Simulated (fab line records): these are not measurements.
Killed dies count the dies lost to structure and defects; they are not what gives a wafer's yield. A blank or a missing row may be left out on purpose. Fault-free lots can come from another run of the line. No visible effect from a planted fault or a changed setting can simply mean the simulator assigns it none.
8D (eight disciplines) problem report, filled in by code    flow n5_finfet    the parts of the form that need people (team, actions taken, sign-off) are left out

## 1. WHAT WENT WRONG
N5_BEOL_M0_SAQP_ETCH_102, oes_product_au: mean 0.822 a.u. over 1 wafer from 1 lot; wafers with no fault: 0.996 a.u., standard deviation 0.021. Relative to the usual mean, that is a shift of -8.3 standard deviations.
The step: etches SiO2 in CF4, target depth 4 nm, time 4.4 s.
First observed at day 7 08:05: wafer L470.6, on rie_si-02. Wafers with a number at this step in the record: 27, from 10 lots. Rule for "out" (also "out of limits"): further than 4 standard deviations from the usual mean. All remaining wafers that have a number are taken as sound.

## 2. WHAT IT IS AND WHAT IT IS NOT
question                     is                is not
which readings at this step  oes_product_au    drypump_motor_current_A, rf_fwd_power_W, throttle_valve_pct
which lots                   L470              L464, L465, L467, L476, L481, L482, L483, L484, L485
which wafers of those lots   L470.6            L470.2, L470.4
read on which tools          rie_si-02         rie_si-01
when                         from day 7 08:05  up to then (10 sound wafers); but 16 sound wafers of L476, L481, L482, L483, L484, L485 came after

## 3. THE SUSPECTS, EACH WITH WHAT RULES IT OUT
Counting: if a tool at a process step up to the reading ran every lot that is out, it stays a suspect. Sound lots after the first of them don't rule it out here, since some wafers of a struck lot are sound.
- rie_diel-05 at N5_BEOL_M0_SAQP_ETCH_101 (etches SiNx in CH3F/O2, target depth 29.9 nm, time 42.7 s): kept. The lot that is out, L470, ran on it at day 7 07:58; the last sound lot it ran before that was L467, at day 6 15:08.
- rie_si-02 at N5_BEOL_M0_SAQP_ETCH_102 (etches SiO2 in CF4, target depth 4 nm, time 4.4 s): kept. The lot that is out, L470, ran on it at day 7 08:05; the last sound lot it ran before that was L467, at day 6 15:15. On those wafers its own readings are out: oes_product_au.
The count leaves rie_si-02 at N5_BEOL_M0_SAQP_ETCH_102 and rie_diel-05 at N5_BEOL_M0_SAQP_ETCH_101.

## 4. THE CAUSE (what the simulator had put in)
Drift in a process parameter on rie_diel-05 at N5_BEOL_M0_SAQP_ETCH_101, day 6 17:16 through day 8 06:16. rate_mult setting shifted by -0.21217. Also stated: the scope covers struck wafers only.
Counting left 2 suspects, and this tool is among them.

## 5. SEQUENCE OF EFFECTS, ordered by route
Rows list readings where the struck wafers' mean (over those with a number) sits beyond 3 standard deviations from the usual. Scope: only readings with a usual standard deviation given in the record; hours: median across lots of the time from each lot's start at the first step in this table that gives one to its start at this step; sigmas: change in usual standard deviations.
hours  step                      reading         usual       on struck wafers  change  sigmas
0      N5_BEOL_M0_SAQP_ETCH_102  oes_product_au  0.996 a.u.  0.822             -0.174  -8.3
Process steps it contains:
- N5_BEOL_M0_SAQP_ETCH_102: etches SiO2 in CF4, target depth 4 nm, time 4.4 s.
At these later measuring or inspecting steps, every struck wafer for which the step has a row has a number for every such reading, and none has moved that far: N5_BEOL_M4_RC_MEAS_101.

## 6. WHAT WOULD HAVE CAUGHT IT SOONER
The fault began at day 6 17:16; the first out-of-limits reading in this record came at day 7 08:05, 15 hours later.
An alarm limit of 4 standard deviations would not have fired on the tool readings at N5_BEOL_M0_SAQP_ETCH_101 for which the record gives a usual standard deviation, since none of them was out on any struck wafer.
The start of N5_BEOL_M0_SAQP_ETCH_101 on rie_diel-05 came by day 7 08:05 for every one of the lots that are out (1). Had the tool been put on hold then, not one of them would have been saved.
